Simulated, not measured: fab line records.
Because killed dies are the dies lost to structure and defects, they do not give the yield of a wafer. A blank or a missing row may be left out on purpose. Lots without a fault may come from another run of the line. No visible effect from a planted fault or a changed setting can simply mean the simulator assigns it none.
Which tool is to blame? | flow nandHarc | 13 lots, 39 wafers sampled, at 5 steps of a route of 1302

## WHAT THE GAUGES SHOWED, per wafer
NHARC_THIN_TSV_CD_MEAS_12 targets a cd of 1000 nm. Usual: 997.6 nm for cdNm, sd 2.9.
lot  | measured     | on       | cdNm (nm)            | flag
L351 | day 24 07:32 | cdSem-01 | 997.2 998.4 993.6    | 
L353 | day 25 01:04 | cdSem-01 | 1003.7 1000.9 1001.0 | 
L355 | day 25 18:26 | cdSem-03 | 999.5 997.5 998.3    | 
L354 | day 26 04:10 | cdSem-03 | 997.6 995.5 997.7    | 
L356 | day 26 09:04 | cdSem-03 | 992.0 995.4 998.3    | 
L358 | day 26 10:10 | cdSem-01 | 996.5 997.7 997.9    | 
L360 | day 27 12:32 | cdSem-03 | 997.2 996.2 993.9    | 
L361 | day 28 00:15 | cdSem-01 | 998.2 999.2 1000.7   | 
L362 | day 28 18:50 | cdSem-01 | 997.5 993.5 997.8    | 
L364 | day 29 18:19 | cdSem-01 | 997.0 998.3 995.7    | 
L366 | day 29 21:00 | cdSem-02 | 1003.7               | 
L368 | day 30 02:14 | cdSem-02 | 995.0 995.5          | 
L372 | day 32 20:08 | cdSem-02 | 998.3 999.3 995.9    | 

NHARC_END_SORT_01. Usual: defectLimitedYield 92.3 %, standard deviation 2.7; killedAtArray 47, standard deviation 18; killedAtOther 0.9, standard deviation 1.1; killedAtPeriphery 4, standard deviation 3.1; killedDies 52, standard deviation 18; killedOpen 3.1, standard deviation 1.5; killedShort 2.4, standard deviation 1.5; sort_bin_2_pct 2.7 %, standard deviation 1.2; sort_bin_3_pct 0.6 %, standard deviation 0.38; sort_bin_4_pct 4.5 %, standard deviation 1.5; sortNPass 625, standard deviation 18; sortRimYieldPct 89 %, standard deviation 4.5; sortYieldPct 92.3 %, standard deviation 2.7.
lot  | measured     | on        | defectLimitedYield (%) | killedAtArray | killedAtOther | killedAtPeriphery | killedDies | killedOpen | killedShort | sort_bin_2_pct (%) | sort_bin_3_pct (%) | sort_bin_4_pct (%) | sortNPass | sortRimYieldPct (%) | sortYieldPct (%) | flag
L366 | day 30 15:35 | prober-02 | 89.7 0 0               | 53 666 669    | 0 1 0         | 17 10 8           | 70 677 677 | 7 1 4      | 6 2 2       | 2.5 95.0 92.0      | 0.4 0.9 1.0        | 7.4 4.1 6.9        | 607 0 0   | 90 0 0              | 89.7 0 0         | OFF
L368 | day 31 01:01 | prober-02 | 92.9 92.0 0            | 48 51 675     | 0 2 0         | 0 1 2             | 48 54 677  | 2 3 2      | 2 1 3       | 2.4 3.4 92.8       | 0.6 0.9 0.7        | 4.1 3.7 6.5        | 629 623 0 | 83 84 0             | 92.9 92.0 0      | OFF

## WHAT TOOL EACH LOT RAN ON (gives the tool, then ch and the chambers of the sampled wafers, and finally the start)
lot  | NHARC_A_M0_DEP_00               | NHARC_THIN_TSV_STRIP_62             | NHARC_THIN_TSV_PRE_CLEAN_54
L351 | pecvd-01 ch 1,2, day 23 07:11   | plasmaAsher-02 ch 0,1, day 24 10:16 | pvdSputter-03, day 24 12:29
L353 | pecvd-01 ch 0,1,2, day 24 00:56 | plasmaAsher-01 ch 0,1, day 25 03:39 | pvdSputter-02, day 25 05:58
L355 | pecvd-02 ch 1,2, day 24 17:47   | plasmaAsher-01 ch 0,1, day 25 21:02 | pvdSputter-02, day 25 23:46
L354 | pecvd-04 ch 0,1, day 25 02:12   | plasmaAsher-01 ch 0,1, day 26 06:50 | pvdSputter-02, day 26 09:05
L356 | pecvd-01 ch 0,1, day 25 06:37   | plasmaAsher-01 ch 0,1, day 26 11:41 | pvdSputter-02, day 26 13:53
L358 | pecvd-01 ch 1,2, day 25 08:29   | plasmaAsher-02 ch 0,1, day 26 13:03 | pvdSputter-03, day 26 15:16
L360 | pecvd-01 ch 0,2, day 26 09:12   | plasmaAsher-02 ch 0,1, day 27 15:07 | pvdSputter-03, day 27 17:24
L361 | pecvd-02 ch 1,2, day 26 23:53   | plasmaAsher-01 ch 0,1, day 28 02:53 | pvdSputter-03, day 28 05:04
L362 | pecvd-02 ch 1,2, day 27 16:30   | plasmaAsher-02 ch 0,1, day 29 00:49 | pvdSputter-03, day 29 03:17
L364 | pecvd-02 ch 0,1,2, day 28 13:43 | plasmaAsher-01 ch 0,1, day 29 20:55 | pvdSputter-01, day 29 23:09
L366 | pecvd-01 ch 0,2, day 28 19:05   | plasmaAsher-02 ch 0, day 29 23:36   | pvdSputter-01, day 30 02:07
L368 | pecvd-01 ch 0,2, day 29 00:37   | plasmaAsher-02 ch 0,1, day 30 05:14 | pvdSputter-03, day 30 07:29
L372 | pecvd-04 ch 1,2, day 31 18:21   | plasmaAsher-02 ch 0, day 32 23:44   | pvdSputter-02, day 33 01:58
- NHARC_A_M0_DEP_00: deposits SiOC, target thk 150 nm.
- NHARC_THIN_TSV_STRIP_62: strips in N2/H2, time 20 s.
- NHARC_THIN_TSV_PRE_CLEAN_54: time 30 s.

## AS READ BY THE TOOLS THEMSELVES (means over the sampled wafers that have a number; for cases with no such wafer, the mark the record gives instead)
NHARC_THIN_TSV_STRIP_62. Usual: drypumpMotorCurrentA 5.67 A, standard deviation 0.18; heaterPowerW 312 W, standard deviation 32.
lot  | tool           | drypumpMotorCurrentA (A) | heaterPowerW (W) | flag
L351 | plasmaAsher-02 | 5.79                     | 325              | 
L353 | plasmaAsher-01 | 5.61                     | 297              | 
L355 | plasmaAsher-01 | 5.61                     | 324              | 
L354 | plasmaAsher-01 | 5.60                     | 323              | 
L356 | plasmaAsher-01 | 5.59                     | 324              | 
L358 | plasmaAsher-02 | 5.78                     | 321              | 
L360 | plasmaAsher-02 | 5.64                     | 300              | 
L361 | plasmaAsher-01 | 5.59                     | 321              | 
L362 | plasmaAsher-02 | 5.65                     | 302              | 
L364 | plasmaAsher-01 | 5.62                     | 295              | 
L366 | plasmaAsher-02 | 5.49                     | 285              | 
L368 | plasmaAsher-02 | 5.71                     | 305              | 
L372 | plasmaAsher-02 | 5.48                     | 285              | 

NHARC_THIN_TSV_PRE_CLEAN_54. Usual: 392 W for heaterPowerW, sd 37.
lot  | tool          | heaterPowerW (W) | flag
L351 | pvdSputter-03 | 395              | 
L353 | pvdSputter-02 | 393              | 
L355 | pvdSputter-02 | 410              | 
L354 | pvdSputter-02 | 386              | 
L356 | pvdSputter-02 | 371              | 
L358 | pvdSputter-03 | 376              | 
L360 | pvdSputter-03 | 357              | 
L361 | pvdSputter-03 | 399              | 
L362 | pvdSputter-03 | 389              | 
L364 | pvdSputter-01 | 368              | 
L366 | pvdSputter-01 | 378              | 
L368 | pvdSputter-03 | 407              | 
L372 | pvdSputter-02 | 394              | 

## THE ANSWER, worked out from the rows above alone
Rule: a lot counts as off when the mean over its wafers that have a number is more than 3 standard deviations away from the usual mean. Also off: a lot with no number at a reading for which 4 or more lots have one. All remaining lots with rows at the step are treated as sound. First the gauges in route order, then the tools' own readings, where a lot's mean is used as printed above. The first step at which some lot is off is used, and at that step the reading that is off furthest; a lot without a number counts as furthest.
Off: L366, L368 (NHARC_END_SORT_01, sort_bin_2_pct). Neither off nor sound, because the step has no rows for them: L351, L353, L355, L354, L356, L358, L360, L361, L362, L364, L372.
If a tool, at a process step before that reading, ran all the lots that are off and no sound lot after the first of them, it fits. Those tools and the gauges at NHARC_END_SORT_01 are tried in the same way. Can't be told from this: 3 tools fit, pecvd-01 at NHARC_A_M0_DEP_00, plasmaAsher-02 at NHARC_THIN_TSV_STRIP_62, prober-02 at NHARC_END_SORT_01.

## WHAT THE SIMULATOR HAD INSERTED
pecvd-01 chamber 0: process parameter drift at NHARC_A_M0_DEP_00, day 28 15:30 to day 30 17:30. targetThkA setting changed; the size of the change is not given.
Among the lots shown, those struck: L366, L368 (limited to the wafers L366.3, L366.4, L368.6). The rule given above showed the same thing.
